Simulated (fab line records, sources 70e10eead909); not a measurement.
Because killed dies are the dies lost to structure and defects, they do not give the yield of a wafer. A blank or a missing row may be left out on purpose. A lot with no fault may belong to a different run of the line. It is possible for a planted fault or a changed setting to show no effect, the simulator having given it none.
Matching of chambers + flow nand-harc + NHARC_A_CONTACT_DEP_85 on pecvd-04 has 3 sister chambers
The step deposits SiON, target thk 60 nm. 6 wafers are shown with their chamber, then 7 later ones without.

== WAFERS, EACH WITH ITS CHAMBER ==
| wafer  | chamber | heater-power-w (W) |
|--------|---------|--------------------|
| L076.1 | 2       | 906                |
| L080.4 | 0       | 757                |
| L080.5 | 2       | 920                |
| L080.6 | 1       | 839                |
| L086.3 | 0       | 883                |
| L086.4 | 1       | 864                |

== WAFERS WITHOUT THEIR CHAMBER ==
| wafer  | heater-power-w (W) |
|--------|--------------------|
| L086.5 | 891                |
| L088.1 | 971                |
| L088.4 | 918                |
| L088.5 | 722                |
| L090.1 | 813                |
| L090.5 | 747                |
| L090.6 | 902                |

== THE CHAMBER EACH PASSED THROUGH ==
| wafer  | from the rows above          | in truth |
|--------|------------------------------|----------|
| L086.5 | can't be placed: 2 or 1 or 0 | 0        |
| L088.1 | can't be placed: 2 or 1 or 0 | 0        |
| L088.4 | can't be placed: 2 or 1 or 0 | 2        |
| L088.5 | can't be placed: 0 or 1 or 2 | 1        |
| L090.1 | can't be placed: 0 or 1 or 2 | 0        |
| L090.5 | can't be placed: 0 or 1 or 2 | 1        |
| L090.6 | can't be placed: 2 or 1 or 0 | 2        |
0 of 7 placed correctly. Cannot be placed on the basis of these rows: 7; the candidates contain the true chamber in 7. Placed wrongly: 0.
How it was worked out, from the rows above alone: a wafer's distance from a chamber is the root of the sum, over the readings, of the square of ((its reading less the chamber's mean) divided by the reading's scatter). If the next closest chamber is less than 2 further off than the closest, the wafer can't be placed; otherwise it belongs to the closest. A chamber's mean is the mean of its shown wafers. The scatter is the square root of a quotient: the sum, over the shown wafers, of each reading's squared deviation from its chamber's mean, divided by wafers minus chambers.
